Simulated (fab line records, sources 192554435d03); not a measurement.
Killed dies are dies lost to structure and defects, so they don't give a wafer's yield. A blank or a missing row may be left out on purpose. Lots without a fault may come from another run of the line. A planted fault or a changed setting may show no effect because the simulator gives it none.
fab line records | flow n5_finfet
record lots=5 wafers=15 last_day=17
route steps=1938 shown SD_EPI_N@263 BEOL_M4@1111 PASSIVATION@1936
lots that met no fault: from a run of the same line without faults
start_h: hours from the record's first day to the start of the lot's first wafer shown | wait_h: hours since the lot's step before | " the same as in the row above | L1.1+2: a row that stands for several wafers | - no value, or no start given | * or withheld: withheld | < > ~ a bound
route shown NAME@n: a module of which the file shows steps, and the number in the route of the first | usual: mean/standard deviation of fault-free wafers | same: alike in all rows | chamber/n: place in a boat | sites: the reading at each site | _std_site: their standard deviation | _edge_site: outer sites' mean less inner sites' | radius_mm: how far each site lies from the wafer's centre | mask NAME#n: copy n | behind: the tool/chamber that last shaped the wafer | hold: why the lot was held/for how many hours/how that ended | device: the transistor (n, p or np) that didn't switch | end of line: the same wafers' tests at the end of the route | a step without rows: its recipe alone | killed: dies lost to structure and defects at the first sort, not the wafer's yield | map: a wafer's dies, x killed, . not, _ none there
set.NAME: the setting as run; set.NAME@STEP: as run at that earlier step | model.NAME: the simulator's own value behind a step, which no gauge read
lots at some steps of the route; a table a step, a row a wafer
services: from which hour (start_h, from the record's first day; less than 0 if before it) a tool's chamber was out of use, for how many hours, and why
## steps
# step N5_SD_EPI_N_COAT_33
# recipe resist=SiARC temp_c=220 time_s=60 spin_rpm=1500 resist_thk_nm=35
# step N5_SD_EPI_N_COAT_03
# recipe resist=CAR-ArF-block spin_rpm=1500 resist_thk_nm=150
# step N5_SD_EPI_N_EBR_05
# recipe solvent=PGMEA ebr_width_mm=1.5
# step N5_SD_EPI_N_SOFTBAKE_04
# recipe temp_c=110 time_s=60 resist=CAR-ArF-block
# step N5_SD_EPI_N_EXPOSE_06
# recipe mask_id=SD_N_BLK na=1.35 source_shape=conventional sigma_outer=0.8 polarization=unpolarized target_cd_nm=120 dose_mj=39.75
# step N5_SD_EPI_N_PEB_07
# recipe peb_temp_c=110 peb_time_s=60 resist=CAR-ArF-block
# step N5_SD_EPI_N_DEVELOP_08
# recipe develop_time_s=30 developer=TMAH resist=CAR-ArF-block dev_temp_c=23 rinse_liquid=diw dry=air_spin
# step N5_SD_EPI_N_DESCUM_14
# recipe chemistry=O2 time_s=7.9 source_power_w=50 bias_power_w=20 pressure_mtorr=20 rf_frequency_hz=2.712e+07 temp_c=40 resist=CAR-ArF-block o2_flow_sccm=225
# step N5_SD_EPI_N_ETCH_34
# recipe chemistry=CF4 target=SiARC target_depth_a=455 mask_material=CAR-ArF-block time_s=75.8 ion_energy_ev=80 pressure_mtorr=40 source_w=545 bias_w=36 Ar_flow_sccm=100 cf4_flow_sccm=100 ends=cleared
# step N5_SD_EPI_N_ETCH_35
# recipe chemistry=N2/H2 target=SOC overetch_a=1080 mask_material=SiARC temp_c=40 ion_energy_ev=100 source_w=3000 bias_w=133 pressure_mtorr=20 time_s=486 n2_flow_sccm=200 h2_flow_sccm=200
# usual drypump_motor_current_A=5.9/0.43 oes_product_au=0.70/0.053 rf_vpp_V=240.8/1.2 showerhead_plenum_p_Torr=2.55/0.061 throttle_valve_pct=23.83/0.25
# columns lot.wafer tool chamber start_h wait_h drypump_motor_current_A oes_product_au rf_hours_counter_h rf_vpp_V showerhead_plenum_p_Torr throttle_valve_pct model.SD_EPI_N.cd_nm model.SiARC_of_SD_EPI_N_COAT_33.thk_nm
L865.2 rie_diel-01 1 90.98 0.0 6.1 0.79 44 242.3 2.59 24.11 119.6 19.2
L865.5 " 2 " " 5.6 0.73 - 239.8 2.47 24.13 118.8 19.8
L865.6 " 3 " " 6.7 0.65 - 241.9 2.61 23.69 120.8 19.6
L868.2 rie_diel-01 3 108.30 0.0 6.7 0.63 205 242.2 2.60 23.69 118.2 22.8
L868.3 " 1 " " 6.2 0.77 48 241.2 2.59 24.12 117.2 22.6
L868.4 " 0 " " 5.9 0.66 145 239.9 2.44 23.86 115.8 23.2
L869.1 rie_diel-01 3 118.37 0.0 6.7 0.63 208 242.1 2.60 23.70 114.8 22.8
L869.5 " 2 " " 5.6 0.69 - 240.0 2.47 24.15 112.4 23
L869.6 " 3 " " 6.7 0.63 - 240.9 2.60 23.69 115.8 22.8
L871.2 rie_diel-01 0 127.17 0.0 5.9 0.65 150 238.4 2.44 23.87 115.6 23.4
L871.3 " 1 " " 6.2 0.76 53 242.4 2.59 24.14 116.4 22.6
L871.4 " 3 " " 6.7 0.63 211 241.9 2.60 23.71 117.8 23
L878.1 rie_diel-04 1 168.89 0.0 5.6 0.73 80 238.8 2.57 24.04 120.2 19.2
L878.4 " 0 " " 5.3 0.64 202 241.4 2.52 23.76 120 19.6
L878.6 " 2 " " 6.0 0.72 - 241.8 2.56 23.57 117.8 20
# step N5_SD_EPI_N_STRIP_36
# recipe chemistry=N2/H2 temp_c=40 n2_flow_sccm=200 h2_flow_sccm=200 rf_frequency_hz=6e+07
# step N5_SD_EPI_N_ETCHBACK_44
# recipe chemistry=CH3F/O2 mode=anisotropic_etchback target=SiNx target_depth_a=145 stop_on=SiO2 over_etch_frac=0.3 ion_energy_ev=120 pressure_mtorr=30 source_w=395 bias_w=73 Ar_flow_sccm=150 CH3F_flow_sccm=30 O2_flow_sccm=20
# usual drypump_motor_current_A=5.9/0.43 mfc_ar_sccm=150.0/0.4 oes_f_703_au=0.78/0.06 oes_product_au=0.67/0.051 rf_vpp_V=297/4.7 showerhead_plenum_p_Torr=2.01/0.058 throttle_valve_pct=16.41/0.22
# columns lot.wafer tool chamber start_h wait_h drypump_motor_current_A mfc_ar_sccm oes_f_703_au oes_product_au rf_hours_counter_h rf_vpp_V showerhead_plenum_p_Torr throttle_valve_pct
L865.2 rie_diel-01 1 91.30 0.0 6.2 149.7 0.88 0.75 44 302 2.04 16.37
L865.5 " 2 " " 5.6 150.0 0.79 0.69 - 298 1.93 16.30
L865.6 " 3 " " 6.7 150.0 0.72 0.63 - 303 2.07 16.65
L868.2 rie_diel-01 3 108.62 0.0 6.7 150.0 0.71 0.38 205 303 2.07 16.61
L868.3 " 1 " " 6.2 149.7 0.87 0.62 48 304 2.03 16.37
L868.4 " 0 " " 5.9 149.9 0.75 0.35 145 291 1.92 16.11
L869.1 rie_diel-01 3 118.70 0.0 6.6 149.9 0.71 0.40 208 303 2.07 16.63
L869.5 " 2 " " 5.6 149.7 0.78 0.36 - 299 1.92 16.28
L869.6 " 3 " " 6.7 149.9 0.71 0.39 - 302 2.07 16.64
L871.2 rie_diel-01 0 127.49 0.0 5.9 149.6 0.74 0.31 150 292 1.91 16.12
L871.3 " 1 " " 6.1 150.6 0.86 0.65 53 304 2.03 16.38
L871.4 " 3 " " 6.7 150.3 0.71 0.34 211 303 2.07 16.64
L878.1 rie_diel-04 1 169.21 0.0 5.5 149.9 0.85 0.69 80 296 2.03 16.48
L878.4 " 0 " " 5.3 149.8 0.74 0.61 202 289 1.99 16.41
L878.6 " 2 " " 6.0 149.6 0.78 0.68 - 294 2.02 16.08
# step N5_SD_EPI_N_ETCH_45
# recipe chemistry=CH3F/O2 target=SiOCN target_depth_a=60 mask_material=SOC ion_energy_ev=60 bias_w=29 pressure_mtorr=15 source_w=410 Ar_flow_sccm=150 CH3F_flow_sccm=30 O2_flow_sccm=20
# step N5_SD_EPI_N_ETCH_16
# recipe chemistry=CHF3/O2 target=SiO2 target_depth_a=50 mask_material=SOC pressure_mtorr=30 source_w=650 bias_w=170 Ar_flow_sccm=200 CHF3_flow_sccm=50 O2_flow_sccm=5 ion_energy_ev=200
# usual drypump_motor_current_A=5.9/0.43 mfc_ar_sccm=199.9/0.62 oes_f_703_au=0.78/0.06 oes_product_au=0.78/0.061 rf_vpp_V=523/8.2 showerhead_plenum_p_Torr=2.42/0.067 throttle_valve_pct=18.97/0.22
# columns lot.wafer tool chamber start_h wait_h drypump_motor_current_A mfc_ar_sccm oes_f_703_au oes_product_au rf_hours_counter_h rf_vpp_V showerhead_plenum_p_Torr throttle_valve_pct model.SiARC_of_SD_EPI_N_COAT_33.thk_nm
L865.2 rie_diel-01 1 91.50 0.1 6.2 200.6 0.89 0.90 44 535 2.45 18.98 11.6
L865.5 " 2 " " 5.6 199.9 0.80 0.80 - 524 2.32 18.87 12.8
L865.6 " 3 " " 6.7 200.2 0.72 0.72 - 532 2.50 19.20 12.4
L868.2 rie_diel-01 3 108.82 0.1 6.7 199.9 0.72 0.72 205 534 2.49 19.20 15.6
L868.3 " 1 " " 6.2 200.5 0.87 0.88 48 533 2.45 18.98 15
L868.4 " 0 " " 5.9 200.0 0.74 0.75 145 514 2.31 18.71 16
L869.1 rie_diel-01 3 118.90 0.1 6.7 200.6 0.72 0.71 208 533 2.49 19.20 15.6
L869.5 " 2 " " 5.6 200.4 0.79 0.79 - 524 2.32 18.88 15.8
L869.6 " 3 " " 6.7 199.2 0.72 0.72 - 532 2.49 19.22 15.6
L871.2 rie_diel-01 0 127.69 0.1 5.9 200.3 0.74 0.76 150 515 2.31 18.71 16.2
L871.3 " 1 " " 6.2 200.2 0.87 0.87 53 535 2.45 19.00 15
L871.4 " 3 " " 6.7 199.8 0.71 0.71 211 533 2.49 19.23 15.8
L878.1 rie_diel-04 1 169.41 0.1 5.6 200.0 0.84 0.82 80 522 2.45 19.08 11.6
L878.4 " 0 " " 5.3 199.7 0.73 0.71 202 507 2.40 18.96 12.4
L878.6 " 2 " " 6.0 199.9 0.78 0.80 - 521 2.44 18.66 12.6
# step N5_SD_EPI_N_STRIP_47
# recipe chemistry=CHF3/O2 resist=SiARC rf_frequency_hz=6e+07
# step N5_SD_EPI_N_SD_RECESS_17
# recipe chemistry=HBr/Cl2/O2 target_depth_a=410 mask_material=SOC time_s=23.7 bt_time_s=3 pressure_mtorr=10 icp_w=800 bias_w=112 HBr_flow_sccm=150 Cl2_flow_sccm=80 O2_flow_sccm=12
# usual drypump_motor_current_A=6.0/0.42 mfc_cl2_sccm=79.96/0.25 oes_product_au=1.001/0.016 throttle_valve_pct=37.01/0.29
# columns lot.wafer tool chamber start_h wait_h drypump_motor_current_A mfc_cl2_sccm oes_product_au rf_hours_counter_h throttle_valve_pct model.SD_EPI_N.cd_nm
L865.2 rie_si-01 2 91.57 0.0 5.5 79.69 1.018 30 36.87 119.4
L865.5 " 0 " " 6.7 80.56 0.980 - 36.48 118.4
L865.6 " 1 " " 5.3 80.01 0.997 - 37.45 120.6
L868.2 rie_si-04 3 108.89 0.0 5.8 80.11 0.998 7 36.94 118
L868.3 " 0 " " 6.1 80.19 0.979 4 37.25 117
L868.4 " 1 " " 6.5 80.12 0.996 10 37.01 115.6
L869.1 rie_si-02 2 118.97 0.0 5.9 79.62 1.025 79 37.15 114.6
L869.5 " 3 " " 6.6 79.92 1.008 - 37.18 112.2
L869.6 " 0 " " 5.8 79.83 0.995 - 36.58 115.6
L871.2 rie_si-04 1 127.77 0.0 6.5 79.80 0.991 10 37.01 115.6
L871.3 " 0 " " 6.0 80.14 0.981 5 37.25 116.2
L871.4 " 2 " " 6.0 79.93 1.014 89 36.71 117.6
L878.1 rie_si-02 0 169.48 0.0 5.8 79.56 0.989 59 36.58 120.2
L878.4 " 3 " " 6.6 80.01 1.011 - 37.17 120
L878.6 " 0 " " 5.8 80.05 0.996 - 36.58 117.6
# step N5_SD_EPI_N_STRIP_38
# recipe chemistry=N2/H2 power_w=1000 temp_c=250 h2_frac=0.65 overash_fraction=0.3 pressure_mtorr=withheld n2_flow_sccm=1750 h2_flow_sccm=3250
# step N5_BEOL_M4_RC_MEAS_101
# usual DIBL_N=36.1/1.6 DIBL_P=35.8/2.1 IOFF_N=0.16/0.031 IOFF_P=0.21/0.034 ION_N=673/12 ION_P=461/7.2 SS_N=71.4/0.59 SS_P=73.3/0.63 VT_N=250/3.1 VT_P=-250/3.3
# columns lot.wafer tool chamber start_h wait_h DIBL_N[mV/V] DIBL_P[mV/V] IOFF_N[nA/um] IOFF_P[nA/um] ION_N[uA/um] ION_P[uA/um] SS_N[mV/dec] SS_P[mV/dec] VT_N[mV] VT_P[mV]
L865.2 prober-01 0 215.25 0.2 34.8 33.4 0.13 0.20 667 463 71.3 72.9 250 -247
L865.5 " 0 " " 34.0 33.0 0.12 0.19 668 463 71.0 73.3 251 -250
L865.6 " 0 " " 36.1 33.9 0.15 0.21 686 467 71.6 73.0 249 -247
L878.1 prober-02 0 295.03 0.0 36.1 36.2 0.17 0.25 675 465 72.4 74.2 247 -245
L878.4 " 0 " " 35.5 35.8 0.16 0.23 671 468 71.3 74.2 248 -247
L878.6 " 0 " " 36.2 37.0 0.16 0.25 672 470 71.8 73.3 250 -246
# step N5_PASSIVATION_PROBE_49
# usual defect_limited_yield=91.0/1.5 killed_at_M0_to_M3=35/11 killed_at_M4_up=13/6 killed_at_contacts=14/6.5 killed_at_front_end=40/12 killed_at_other=4/3.4 killed_dies=106/18 killed_on_rim=14/4.7 killed_open=68/14 killed_short=35/7.7 sort_bin_5_function=5.2/0.98 sort_bin_6_memory=3.4/0.72 sort_n_pass=1074/18 sort_yield_pct=91.0/1.5
# same gross_dies=1180 killed_at_back_side=0 sort_bin_4_leakage[%]=0 sort_bin_8_speed[%]=0
# columns lot.wafer tool chamber start_h wait_h defect_limited_yield[%] killed_at_M0_to_M3 killed_at_M4_up killed_at_contacts killed_at_front_end killed_at_other killed_dies killed_on_rim killed_open killed_short sort_bin_5_function[%] sort_bin_6_memory[%] sort_n_pass sort_yield_pct[%]
L868.2 prober-02 - 337.79 0.1 2.5 28 19 10 1088 5 1150 151 74 32 93.3 4.0 30 2.5
L868.3 prober-02 - 337.84 0.1 20.6 16 12 9 900 0 937 100 43 23 76.9 2.5 243 20.6
L868.4 prober-02 - 337.89 0.2 1.5 32 20 9 1097 4 1162 149 65 44 95.3 2.9 18 1.5
L869.1 prober-02 - 352.03 0.0 4.2 13 16 11 1088 2 1130 151 39 32 93.0 2.5 50 4.2
L869.5 prober-02 - 352.23 0.2 1.1 31 13 1 1120 2 1167 148 53 25 97.0 1.7 13 1.1
L869.6 prober-02 - 352.28 0.3 3.5 31 10 13 1078 7 1139 152 63 22 93.3 3.1 41 3.5
L871.2 prober-02 - 366.62 0.1 0.3 28 18 8 1120 3 1177 152 55 42 96.6 2.7 3 0.3
L871.3 prober-02 - 366.67 0.1 25.8 33 20 16 801 5 875 100 66 39 71.3 2.6 305 25.8
L871.4 prober-02 - 366.72 0.2 0.3 29 21 3 1121 3 1177 152 61 45 96.4 2.7 3 0.3
# killed by level:class
L868.2 SD_EPI_N:area_etch=1044 DUMMY_GATE:geometric_particle:open=11 MOL_CONTACT_COAG:geometric_particle:open=9 FIN_SAQP:geometric_particle:open=8 FIN_SAQP:geometric_particle:short=8 BEOL_M0_SAQP:geometric_particle:short=7 BEOL_M1:geometric_particle:open=7 STI_FIN_REVEAL:geometric_particle:open=6
L868.3 SD_EPI_N:area_etch=870 BEOL_M1:geometric_particle:open=10 MOL_CONTACT_COAG:geometric_particle:open=6 STI_FIN_REVEAL:geometric_particle:open=5 DUMMY_GATE:geometric_particle:open=5 FIN_SAQP:geometric_particle:open=4 FIN_SAQP:geometric_particle:short=4 BEOL_M4:geometric_particle:short=4
L868.4 SD_EPI_N:area_etch=1053 BEOL_M4:geometric_particle:short=12 FIN_SAQP:geometric_particle:short=10 FIN_SAQP:geometric_particle:open=9 BEOL_M0_SAQP:geometric_particle:open=9 STI_FIN_REVEAL:geometric_particle:open=8 MOL_CONTACT_COAG:geometric_particle:open=8 BEOL_M1:geometric_particle:open=8
L869.1 SD_EPI_N:area_etch=1059 MOL_CONTACT_COAG:geometric_particle:open=7 ILD0:geometric_particle:short=5 BEOL_M4:geometric_particle:open=5 FIN_SAQP:geometric_particle:short=4 ILD0:geometric_particle:open=4 GATE_CUT:geometric_particle:short=4 MOL_CONTACT_COAG:geometric_particle:short=4
L869.5 SD_EPI_N:area_etch=1088 BEOL_M3:geometric_particle:open=9 BEOL_M1:geometric_particle:open=6 FIN_SAQP:geometric_particle:open=4 FIN_SAQP:geometric_particle:short=4 STI_FIN_REVEAL:geometric_particle:open=4 ILD0:geometric_particle:open=4 ILD0:geometric_particle:short=4
L869.6 SD_EPI_N:area_etch=1053 MOL_CONTACT_COAG:geometric_particle:open=11 BEOL_M0_SAQP:geometric_particle:open=7 BEOL_M1:geometric_particle:open=6 BEOL_M3:geometric_particle:open=5 GATE_CUT:geometric_particle:open=4 BEOL_M2:geometric_particle:open=4 DUMMY_GATE:geometric_particle:open=3
L871.2 SD_EPI_N:area_etch=1080 BEOL_M1:geometric_particle:open=9 BEOL_M4:geometric_particle:open=8 FIN_SAQP:geometric_particle:open=7 FIN_SAQP:geometric_particle:short=7 MOL_CONTACT_COAG:geometric_particle:open=7 BEOL_M0_SAQP:geometric_particle:short=6 STARTING-WAFER:geometric_particle:open=6
L871.3 SD_EPI_N:area_etch=769 MOL_CONTACT_COAG:geometric_particle:open=13 BEOL_M0_SAQP:geometric_particle:open=8 BEOL_M4:geometric_particle:open=8 BEOL_M0_SAQP:geometric_particle:short=7 GATE_CUT:geometric_particle:short=6 FIN_SAQP:geometric_particle:open=5 BEOL_M2:geometric_particle:open=5
L871.4 SD_EPI_N:area_etch=1069 FIN_SAQP:geometric_particle:short=16 BEOL_M0_SAQP:geometric_particle:open=15 STI_FIN_REVEAL:geometric_particle:open=9 FIN_SAQP:geometric_particle:open=7 BEOL_M4:geometric_particle:short=6 GATE_CUT:geometric_particle:short=6 GATE_CUT:geometric_particle:open=6
# map L868.4 (x killed, . not)
_________________..xxxxxxxxxx________________
______________xxxxxx.xxxxxxxxxxx_____________
___________xxxxxxxxxxx.xxxxxxxxxxxx__________
__________xxxxxxxxxxxxxxxxxxxxxxxxxx_________
________xxxxxxxxxxxxxxx.xxxxxxxxxxxxxx_______
_______xxxx.xxxxxxxxxxxxxxx.xxxxxxxxxxx______
______xxx.xxxxxxxxxxxxxxxxxxxxxxxxxxxxxx_____
_____xx.xxxxxxxxxxxxxxxx.xxxxxxxxxxxxxxxx____
____xxxxxxxxxxxxxxxxxxxxxxxxxxxxxxxxxxxxxx___
___.xxxxxxxxxxxxxxxxxxxxxxxxxxxxxxx.xxxxxxx__
___xxxxxxxxxxxxxxxxxxxxxxxxxxxxxxxxxxxxxxxx__
__xxxxxxxxxxxxxxxxxxxxxxxxxxxxxxxxxxxxxxxxxx_
__x.xxxxxxxxxxxxxxxxxxxxxxxxxxxxxx..xxxxxxxx_
_xxxxxxxxxxxxxxxxxxxxxxxxxxxxxxx.xxxxxxxxxxxx
_xxxxxxxxxxxxxxxxxxxxxxxxxxxxxxxxx.xxxxxxxxxx
_xxxxxxxxxxxxxxxxxxxxxxxxxxxxxxxxxxxxxxxxxxxx
_xxxxxxxxxxxxxxxxxxxxxxxxxxxxxxxxxxxxxxxxxxxx
_xxxxxxxxxxxxxxxxxxxxxxxxxxxxxxxxxxxxxxxxxxxx
_xxxxxxxxxxxxxxxxxxxxxxxxxxxxxxxxxxxxxxxxxxxx
_xxxxxxxxxxxxxxxxxxxxxxxxxxxxxxxxxxxxxxxxxxxx
_xxxxxxxxxxxxxxxxxxxxxxxxxxxxxxxxxxxxxxxxxxxx
__xxxxxxxxxxxxxxxxxxxxxxxxxxxxxxxxxxxxxxxxxx_
__xxxxxxxxxxxxxxxxxxxxxxxxxxxxxxxxxxxxxxxxxx_
___xxxxxxxxxxxxxxxxxxxxxxxxxxxxxxxxxxxxxxxx__
___xxxxxxxxxxxxxxxxxxxxxxxxxxxxxxxxxxxxxxxx__
____xxxxxxxxxxxxxxxxxxxxxxxxxxxxxxxxxxxxxx___
_____xxxxxxxxxxxxxxxxxxxxxxxxxxxxxxxxxxxx____
______xxxxxxxxxxxxxxxxxxxxxxxxxxxxxxxxxx_____
_______xxxxxxxxxxxxxxxxxxxxxxxxxxxxxxxx______
________xxxxxxxxxxxxxxxxxxxxxxxxxxxxxx_______
__________xxxxxxxxxxxxxxxxxxxxxxxxxx_________
___________xxxxxxxxx.xxxxxxxxxxxxxx__________
______________xxxxxxxxxxxxxxxxxx_____________
_________________xxxxxxxxxxxx________________
# map L869.5 (x killed, . not)
_________________xxxxxxxxxxxx________________
______________xxxxxxxxxxxxxxxxx._____________
___________xxxxxxxxxxxxxxxxxxxxxxxx__________
__________xxxxxxxxxxxxxxxxxxxxxxxxxx_________
________xxxxxxxxxxxxxxxxxxxxxxxxxxxxxx_______
_______xxxxxxxxxxxxxxxxxxxxxxxxxxxxxxxx______
______xxxxxxxxxxxxxxxxxxxxxxxxxxxxxxxxxx_____
_____xxx.x.xxxxxxxxxxxxxxxxxxxxxxxxxxxxxx____
____xx.xx.xxxxxxxxxxxxxxxxxxxxxxxxxxxxxxxx___
___xxxxxxxxxxxxxxxxxxxxxxxxxxxxxxxxxxxxxxx.__
___xxxxxxxxxxxxxxxxxxxxxxxxxxxxxxxxxxxxxxxx__
__xxxxxxxxxxxxxxxxxxxxxxxxxxxxxxxxxxxxxxxxxx_
__xxxxxxxxxxxxxxxxxxxxxxxxxxxxxxxxxxxxxxxxx._
_xxxxxxxxxxxxxxxxxxxxxxxxxxxxxxxxxxxxxxxxxxxx
_xxxxxxxxxxxxxxxxxxxxxxxxxxxxxxxxxxxxxxxxxxxx
_xxxxxxxxxxxxxxxxxxxxxxxxxxxxxxxxxxxxxxxxxxxx
_xxxxxxxxx.xxxxxxxxxxxxxxxxxxxxxxxxxxxxxxxxxx
_xxxxxxxxxxxxxxxxxxxxxxxxxxxxxxxxxxxxxxxxxxxx
_xxxxxxxxxxxxxxxxxxxxxxxxxxxxxxxxxxxxxxxxxxxx
_xxxxxxxxxxxxxxxxxxxxxxxxxxxxxxxxxxxxxxxxxxxx
_xxxxxxxxxxxxxxxxxxxxxxxxxxxxxxxxxxxxxxxxxxxx
__xxxxxxxxxxxxxxxxxxxxxxxxxxxxxxxxxxxxxxxxxx_
__xxxxxxxxxxxxxxxxxxxxxxxxxxxxxxxxxxxxxxxxxx_
___xxxxxxxxxxxxxxxxxxxxxxxxxxxxxxxxxxxxxxxx__
___xxxxxxxxxxxxxxxxxxxxxxxxx..xxxxxxxxxxxxx__
____xxxxxxxxxxxxxxxxxxxxxxxx.xxxxxxxxxxxx.___
_____xxxxxxxxxxxxxxxxxxxxxxxxxxxxxxxxxxxx____
______xxxxxxxxxxxxxxxxxxxxxxxxxxxx.xxxxx_____
_______xxxxxxxxxxxxxxxxxxxxxxxxxxxxxxxx______
________xxxxxxxxxxxxxxxxxxxxxxxxxxxxxx_______
__________xxxxxxxxxxxxxxxxxxxxxxxxxx_________
___________xxxxxxxxxxxxxxxxxxxxxxxx__________
______________xxxxxxxxxxxxxxxxxx_____________
_________________xxxxxxxxxxxx________________
## services
# columns tool chamber start_h hours kind
rie_diel-01 1 68.06 6.8 repair
rie_si-04 0 82.52 3.3 repair
rie_diel-01 1 98.46 4.6 repair
rie_si-04 1 125.56 1.6 repair
rie_si-02 - 147.51 0.1 repair
rie_diel-04 3 149.90 3.7 repair
rie_si-02 2 166.54 3.7 repair
## key
first_sign step=N5_SD_EPI_N_ETCHBACK_44 reading=oes_product_au direction=down sigmas=4.9 usual=0.67 struck=0.42 wafers_moved=8
effect step=N5_PASSIVATION_PROBE_49 reading=sort_bin_5_function direction=up sigmas=87 usual=5.2 struck=90.3
model_effect step=N5_SD_EPI_N_ETCH_35 value=SD_EPI_N.cd_nm without=119 struck=116
model_effect step=N5_SD_EPI_N_ETCH_16 value=SiARC_of_SD_EPI_N_COAT_33.thk_nm without=12.71 struck=15.62
model_effect step=N5_SD_EPI_N_SD_RECESS_17 value=SD_EPI_N.cd_nm without=118.9 struck=115.8
more_kills_born_at N5_SD_EPI_N_ETCH_35@rie_diel-01=9085
met_at N5_SD_EPI_N_ETCH_35
struck_wafers L868.2,L868.3,L868.4,L869.1,L869.5,L869.6,L871.2,L871.3,L871.4
later_rows_left_out L868.2,L868.3,L868.4,L869.1,L869.5,L869.6,L871.2,L871.3,L871.4
onset_between 90.98 108.30
also_fits N5_SD_EPI_N_ETCHBACK_44:rie_diel-01
fault kind=process_parameter_drift tool=rie_diel-01 chamber=- onset_h=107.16 steps=N5_SD_EPI_N_ETCH_35 channel=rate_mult offset=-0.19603 shape=step end_h=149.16
# later_rows_left_out: the simulator's readings of these wafers behind a module that went badly wrong aren't trusted and aren't shown, but for the sort
